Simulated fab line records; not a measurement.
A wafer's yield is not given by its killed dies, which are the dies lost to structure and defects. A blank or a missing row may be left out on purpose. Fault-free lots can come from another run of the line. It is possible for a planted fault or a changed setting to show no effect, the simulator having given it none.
fab line records | flow n5_finfet | part 2 of 2: steps 24 to 35 of 35
record: lots: 5 | wafers: 15 | last_day: 19
route steps=1938 shown WELL_APT@48 PMOS_HMC_CHANNEL_EPI@57
lots untouched by any fault: they come from a run of this same line in which no faults occurred
start_h: start of the lot's first displayed wafer, in hours after the record's first day | wait_h: time in hours since the lot's previous step | " identical to the entry in the row above | L1.1+2: one row covering several wafers at once | - value missing, or start not given | * or withheld: withheld | < > ~ a bound
route shown NAME@n: NAME is a module with steps in the file, n the number in the route of the first one | usual: mean and standard deviation over wafers with no fault | same: alike in all rows | chamber/n: place in a boat | sites: per-site readings | _std_site: the values' standard deviation | _edge_site: outer sites' mean less inner sites' | radius_mm: for every site, how far away it sits from the centre of the wafer | mask NAME#n: copy n | behind: the last tool/chamber to shape the wafer | hold: why the lot was held/for how many hours/how that ended | device: whichever transistor did not switch (one of n, p or np) | end of line: tests of these same wafers at the route's end | a step with no rows: only its recipe | killed: dies lost to structure and defects at the first sort, not the wafer's yield | map: dies across one wafer; x = killed, . = not, _ = none there
set.NAME: the setting as run; set.NAME@STEP: as run at that earlier step | model.NAME: the simulator's own value behind a step, which no gauge read
certain route steps with their lots: each step a table, each wafer a row
services: when a tool's chamber went out of use (start_h, in hours from the record's first day, below 0 if earlier), for how many hours, and the reason
== steps ==
step: N5_PMOS_HMC_CHANNEL_EPI_STRIP_33
recipe: chemistry: N2/H2 | power_w: 500 | temp_c: 40 | pressure_mtorr: 50 | rf_frequency_hz: 6e+07 | overash_fraction: 0.3 | bias_power_w: 8 | h2_frac: 0.5 | n2_flow_sccm: 300 | h2_flow_sccm: 300
usual: drypump_motor_current_A: 5.6/0.48 | n2_flow_sccm: 300.0/0.91 | oes_product_au: 0.75/0.07 | rf_vpp_V: 54.0/1.6 | showerhead_plenum_p_Torr: 3.38/0.12 | throttle_valve_pct: 18.69/0.22
lot.wafer | tool        | chamber | start_h | wait_h | drypump_motor_current_A | n2_flow_sccm | oes_product_au | rf_hours_counter_h | rf_vpp_V | showerhead_plenum_p_Torr | throttle_valve_pct
L076.1    | rie_diel-02 | 1       | 30.92   | 0.0    | 6.5                     | 299.8        | 0.81           | 88                 | 55.5     | 3.24                     | 18.67
L076.2    | "           | 0       | "       | "      | 5.0                     | 299.6        | 0.72           | 191                | 56.1     | 3.47                     | 18.71
L076.6    | "           | 1       | "       | "      | 6.4                     | 299.2        | 0.81           | -                  | 53.8     | 3.24                     | 18.69
L077.2    | rie_diel-02 | 1       | 35.76   | 0.0    | 6.4                     | 300.4        | 0.82           | 89                 | 54.7     | 3.24                     | 18.69
L077.3    | "           | 3       | "       | "      | 6.0                     | 301.2        | 0.77           | 147                | 54.8     | 3.20                     | 18.35
L077.4    | "           | 0       | "       | "      | 5.0                     | 300.6        | 0.71           | 193                | 53.2     | 3.47                     | 18.71
L081.1    | rie_diel-05 | 3       | 60.12   | 0.0    | 5.0                     | 300.9        | 0.72           | 189                | 55.4     | 3.44                     | 18.46
L081.5    | "           | 1       | "       | "      | 5.4                     | 299.7        | 0.92           | -                  | 54.6     | 3.56                     | 18.16
L081.6    | "           | 0       | "       | "      | 5.6                     | 301.2        | 0.73           | -                  | 54.3     | 3.33                     | 18.92
L084.1    | rie_diel-02 | 1       | 78.15   | 0.0    | 6.4                     | 300.3        | 0.80           | 101                | 53.6     | 3.24                     | 18.69
L084.2    | "           | 0       | "       | "      | 5.0                     | 300.2        | 0.71           | 205                | 53.0     | 3.46                     | 18.73
L084.4    | "           | 3       | "       | "      | 6.0                     | 300.0        | 0.75           | 158                | 51.6     | 3.19                     | 18.39
L095.1    | rie_diel-05 | 0       | 143.30  | 0.0    | 5.6                     | 299.5        | 0.71           | 240                | 54.2     | 3.31                     | 18.95
L095.4    | "           | 3       | "       | "      | 4.9                     | 299.0        | 0.71           | 212                | 53.8     | 3.43                     | 18.48
L095.5    | "           | 2       | "       | "      | 5.6                     | 299.0        | 0.67           | -                  | 54.2     | 3.17                     | 18.85
step: N5_PMOS_HMC_CHANNEL_EPI_STRIP_17
recipe: chemistry: SPM | time_s: 750 | temp_c: 130 | h2so4_h2o2_vol_ratio: 4 | dry: ipa_marangoni
lot.wafer  | tool         | chamber | start_h | wait_h
L076.1+2+6 | wet_bench-04 | 6,5,3   | 30.98   | -
L077.2+3+4 | wet_bench-01 | 6,0,3   | 35.83   | -
L081.1+5+6 | wet_bench-02 | 3,0,5   | 60.19   | -
L084.1+2+4 | wet_bench-02 | 2,5,1   | 78.22   | -
L095.1+4+5 | wet_bench-01 | 0,4,5   | 143.37  | -
step: N5_PMOS_HMC_CHANNEL_EPI_ETCH_38
recipe: chemistry: CF4 | target: SiO2 | target_depth_a: 15 | ion_energy_ev: 350 | pressure_mtorr: 10 | icp_w: 800 | bias_w: 400 | cf4_flow_sccm: 80
usual: drypump_motor_current_A: 6.0/0.4 | oes_product_au: 1.000/0.029 | throttle_valve_pct: 21.84/0.29
lot.wafer | tool      | chamber | start_h | wait_h | drypump_motor_current_A | oes_product_au | rf_hours_counter_h | throttle_valve_pct
L076.1    | rie_si-04 | 0       | 31.22   | 0.0    | 5.7                     | 0.981          | 154                | 22.25
L076.2    | "         | 3       | "       | "      | 5.8                     | 0.974          | 195                | 21.82
L076.6    | "         | 1       | "       | "      | 6.3                     | 1.008          | -                  | 22.13
L077.2    | rie_si-04 | 0       | 36.06   | 0.0    | 5.8                     | 0.987          | 154                | 22.24
L077.3    | "         | 3       | "       | "      | 5.8                     | 0.967          | 195                | 21.81
L077.4    | "         | 1       | "       | "      | 6.3                     | 1.010          | 40                 | 22.11
L081.1    | rie_si-03 | 0       | 60.42   | 0.0    | 5.3                     | 1.037          | 58                 | 21.95
L081.5    | "         | 2       | "       | "      | 6.5                     | 0.950          | -                  | 21.69
L081.6    | "         | 1       | "       | "      | 6.4                     | 1.037          | -                  | 21.43
L084.1    | rie_si-04 | 0       | 78.46   | 0.0    | 5.8                     | 0.967          | 155                | 22.25
L084.2    | "         | 2       | "       | "      | 6.3                     | 0.995          | 109                | 21.71
L084.4    | "         | 3       | "       | "      | 5.8                     | 0.968          | 196                | 21.81
L095.1    | rie_si-03 | 0       | 143.60  | 0.0    | 5.3                     | 1.042          | 59                 | 21.98
L095.4    | "         | 1       | "       | "      | 6.4                     | 1.043          | 27                 | 21.43
L095.5    | "         | 3       | "       | "      | 6.0                     | 1.001          | -                  | 22.27
step: N5_PMOS_HMC_CHANNEL_EPI_FIN_RECESS_16
recipe: chemistry: HBr/Cl2 | target: Si | mask_material: SiO2 | target_depth_a: 540 | time_s: 18 | pressure_mtorr: 10 | icp_w: 800 | bias_w: 75 | HBr_flow_sccm: 150 | Cl2_flow_sccm: 80
usual: drypump_motor_current_A: 6.0/0.4 | oes_product_au: 1.002/0.026 | throttle_valve_pct: 35.6/0.44
lot.wafer | tool      | chamber | start_h | wait_h | drypump_motor_current_A | oes_product_au | rf_hours_counter_h | throttle_valve_pct
L076.1    | rie_si-04 | 0       | 31.24   | 0.0    | 5.7                     | 0.987          | 154                | 35.8
L076.2    | "         | 3       | "       | "      | 5.8                     | 0.980          | 195                | 35.2
L076.6    | "         | 1       | "       | "      | 6.3                     | 1.014          | -                  | 35.7
L077.2    | rie_si-04 | 0       | 36.08   | 0.0    | 5.8                     | 0.986          | 154                | 35.9
L077.3    | "         | 3       | "       | "      | 5.8                     | 0.981          | 195                | 35.2
L077.4    | "         | 1       | "       | "      | 6.3                     | 1.014          | 40                 | 35.7
L081.1    | rie_si-03 | 0       | 60.44   | 0.0    | 5.4                     | 1.041          | 58                 | 35.8
L081.5    | "         | 2       | "       | "      | 6.5                     | 0.965          | -                  | 35.6
L081.6    | "         | 1       | "       | "      | 6.4                     | 1.036          | -                  | 35.0
L084.1    | rie_si-04 | 0       | 78.48   | 0.0    | 5.8                     | 0.983          | 155                | 35.9
L084.2    | "         | 2       | "       | "      | 6.4                     | 0.997          | 109                | 35.3
L084.4    | "         | 3       | "       | "      | 5.8                     | 0.966          | 196                | 35.2
L095.1    | rie_si-03 | 0       | 143.62  | 0.0    | 5.4                     | 1.032          | 59                 | 35.8
L095.4    | "         | 1       | "       | "      | 6.3                     | 1.048          | 27                 | 35.0
L095.5    | "         | 3       | "       | "      | 6.0                     | 1.010          | -                  | 36.4
step: N5_PMOS_HMC_CHANNEL_EPI_PRECLEAN_36
recipe: chemistry: O3/DIW | time_s: 45 | temp_c: 22 | o3_ppm: 10
lot.wafer  | tool         | chamber | start_h | wait_h
L076.1+2+6 | wet_bench-04 | 7,0,2   | 31.34   | 0.1
L077.2+3+4 | wet_bench-04 | 2,6,1   | 36.18   | 0.1
L081.1+5+6 | wet_bench-04 | 2,6,0   | 60.54   | 0.1
L084.1+2+4 | wet_bench-01 | 0,3,6   | 78.57   | 0.1
L095.1+4+5 | wet_bench-04 | 2,3,4   | 143.72  | 0.1
step: N5_PMOS_HMC_CHANNEL_EPI_PRECLEAN_18
recipe: chemistry: DHF | time_s: 30 | temp_c: 25 | dilution: withheld
lot.wafer  | tool         | chamber | start_h | wait_h
L076.1+2+6 | wet_bench-04 | 7,0,2   | 31.36   | 0.0
L077.2+3+4 | wet_bench-04 | 2,6,1   | 36.20   | 0.0
L081.1+5+6 | wet_bench-04 | 2,6,0   | 60.56   | 0.0
L084.1+2+4 | wet_bench-01 | 0,3,6   | 78.59   | 0.0
L095.1+4+5 | wet_bench-04 | 2,3,4   | 143.74  | 0.0
step: N5_PMOS_HMC_CHANNEL_EPI_SRD_19
recipe: dry: ipa_marangoni | do_ppb: 5 | time_s: 30 | temp_c: 23 | rinse_liquid: diw
lot.wafer  | tool         | chamber | start_h | wait_h
L076.1+2+6 | wet_bench-04 | 7,0,2   | 31.36   | 0.0
L077.2+3+4 | wet_bench-04 | 2,6,1   | 36.20   | 0.0
L081.1+5+6 | wet_bench-04 | 2,6,0   | 60.56   | 0.0
L084.1+2+4 | wet_bench-01 | 0,3,6   | 78.60   | 0.0
L095.1+4+5 | wet_bench-04 | 2,3,4   | 143.75  | 0.0
step: N5_PMOS_HMC_CHANNEL_EPI_EPI_20
recipe: material: SiGe30 | mask_material: SiO2 | pressure_torr: 20 | target_thk_a: 590 | temp_c: 600
usual: susceptor_temp_C: 599.95/0.23
lot.wafer | tool         | chamber | start_h | wait_h | susceptor_temp_C
L076.1    | epi_rpcvd-04 | 0       | 31.41   | 0.0    | 599.95
L076.2    | "            | 0       | "       | "      | 600.01
L076.6    | "            | 0       | "       | "      | 599.86
L077.2    | epi_rpcvd-02 | 0       | 36.45   | 0.2    | 599.86
L077.3    | "            | 0       | "       | "      | 599.93
L077.4    | "            | 0       | "       | "      | 599.82
L081.1    | epi_rpcvd-04 | 0       | 60.61   | 0.0    | 600.02
L081.5    | "            | 0       | "       | "      | 599.82
L081.6    | "            | 0       | "       | "      | 600.25
L084.1    | epi_rpcvd-01 | 0       | 78.65   | 0.0    | 600.18
L084.2    | "            | 0       | "       | "      | 600.04
L084.4    | "            | 0       | "       | "      | 600.02
L095.1    | epi_rpcvd-01 | 0       | 143.80  | 0.0    | 600.07
L095.4    | "            | 0       | 144.87  | 1.1    | 600.17
L095.5    | "            | 0       | "       | "      | 599.68
step: N5_PMOS_HMC_CHANNEL_EPI_HM_STRIP_35
recipe: chemistry: dHF | temp_c: 25 | material: SiO2 | target: SiO2 | target_depth_a: 396 | time_s: 216
lot.wafer  | tool         | chamber | start_h | wait_h
L076.1+2+6 | wet_bench-02 | 5,7,0   | 32.65   | 1.0
L077.2+3+4 | wet_bench-04 | 1,7,4   | 37.49   | 0.8
L081.1+5+6 | wet_bench-01 | 1,4,5   | 61.85   | 1.0
L084.1+2+4 | wet_bench-02 | 2,3,0   | 80.28   | 1.4
L095.1+4+5 | wet_bench-04 | 5,4,1   | 145.96  | 1.8
step: N5_PMOS_HMC_CHANNEL_EPI_SRD_39
recipe: dry: ipa_marangoni | time_s: 30 | temp_c: 23 | rinse_liquid: diw
lot.wafer  | tool         | chamber | start_h | wait_h
L076.1+2+6 | wet_bench-02 | 5,7,0   | 32.71   | 0.0
L077.2+3+4 | wet_bench-04 | 1,7,4   | 37.55   | 0.0
L081.1+5+6 | wet_bench-01 | 1,4,5   | 61.91   | 0.0
L084.1+2+4 | wet_bench-02 | 2,3,0   | 80.34   | 0.0
L095.1+4+5 | wet_bench-04 | 5,4,1   | 146.03  | 0.0
step: N5_PMOS_HMC_CHANNEL_EPI_CMP_21
recipe: material: SiGe30 | post_cmp_clean: alkaline_brush | target_thk_nm: 54
usual: motor_current_A: 11.8/0.85 | slurry_filter_dp_kPa: 13.50/0.13
lot.wafer | tool   | chamber | start_h | wait_h | motor_current_A | slurry_filter_dp_kPa
L076.2    | cmp-03 | 1       | 32.79   | 0.1    | 11.1            | 13.59
L076.1    | "      | 2       | "       | "      | 12.6            | 13.42
L076.6    | "      | 1       | "       | "      | 11.4            | 13.23
L077.4    | cmp-04 | 0       | 37.59   | 0.0    | 10.1            | 13.36
L077.2    | "      | 1       | "       | "      | 10.4            | 13.44
L077.3    | "      | 3       | "       | "      | 12.3            | 13.51
L081.1    | cmp-04 | 0       | 61.99   | 0.1    | 10.8            | 13.46
L081.6    | "      | 3       | "       | "      | 11.9            | 13.67
L081.5    | "      | 0       | "       | "      | 10.9            | 13.51
L084.4    | cmp-04 | 1       | 80.38   | 0.0    | 11.6            | 13.56
L084.2    | "      | 2       | "       | "      | 11.7            | 13.39
L084.1    | "      | 3       | "       | "      | 12.4            | 13.49
L095.1    | cmp-01 | 1       | 146.10  | 0.1    | 11.9            | 13.39
L095.4    | "      | 2       | "       | "      | 11.4            | 13.21
L095.5    | "      | 1       | "       | "      | 11.7            | 13.54
step: N5_PMOS_HMC_CHANNEL_EPI_THK_MEAS_22
recipe: reads: SiGe30_of_PMOS_HMC_CHANNEL_EPI_EPI_20
usual: HMC_CMP_THK: 53.9/0.97
lot.wafer | tool          | chamber | start_h | wait_h | HMC_CMP_THK[nm]
L076.1    | film_metro-02 | -       | 33.04   | -      | 54.2
L076.2    | "             | -       | "       | "      | 53.4
L076.6    | "             | -       | "       | "      | 53.6
L077.2    | film_metro-02 | -       | 37.89   | -      | 54.3
L077.3    | "             | -       | "       | "      | 53.1
L077.4    | "             | -       | "       | "      | 53.4
L081.1    | film_metro-02 | -       | 62.24   | -      | 55.5
L081.5    | "             | -       | "       | "      | 53.4
L081.6    | "             | -       | "       | "      | 54.7
L084.1    | film_metro-02 | -       | 80.67   | -      | 53.8
L084.2    | "             | -       | "       | "      | 53.4
L084.4    | "             | -       | "       | "      | 52.5
L095.1    | film_metro-01 | -       | 146.36  | -      | 55.6
L095.4    | "             | -       | "       | "      | 55.0
L095.5    | "             | -       | "       | "      | 53.8
== services ==
tool            | chamber | start_h | hours | kind
implanter-01    | -       | 4.33    | 0.8   | repair
rie_si-04       | 3       | 4.75    | 2.0   | repair
arfi_scanner-03 | -       | 6.45    | 1.3   | pm
arfi_scanner-01 | -       | 11.21   | 0.8   | pm
epi_rpcvd-01    | -       | 19.57   | 18.9  | pm
arfi_scanner-03 | -       | 25.59   | 4.9   | pm
pecvd-01        | -       | 29.76   | 2.8   | pm
cmp-04          | -       | 35.21   | 1.2   | repair
implanter-01    | -       | 35.30   | 8.0   | repair
cmp-04          | -       | 42.63   | 1.7   | repair
rie_diel-05     | 3       | 52.46   | 7.1   | repair
cmp-04          | -       | 57.35   | 4.0   | pm
wet_bench-06    | -       | 59.94   | 2.1   | repair
rie_diel-05     | -       | 66.04   | 5.2   | repair
epi_rpcvd-02    | -       | 78.28   | 0.4   | repair
cmp-04          | -       | 107.69  | 4.0   | repair
epi_rpcvd-01    | -       | 110.98  | 1.6   | repair
cmp-04          | -       | 114.98  | 5.3   | pm
rie_diel-02     | 1       | 125.47  | 2.9   | repair
rie_si-03       | 1       | 129.82  | 11.1  | repair
rie_si-03       | -       | 131.25  | 1.3   | repair
rie_si-04       | -       | 134.08  | 0.9   | repair
epi_rpcvd-01    | -       | 141.79  | 1.5   | repair
wet_bench-06    | -       | 143.08  | 6.4   | repair
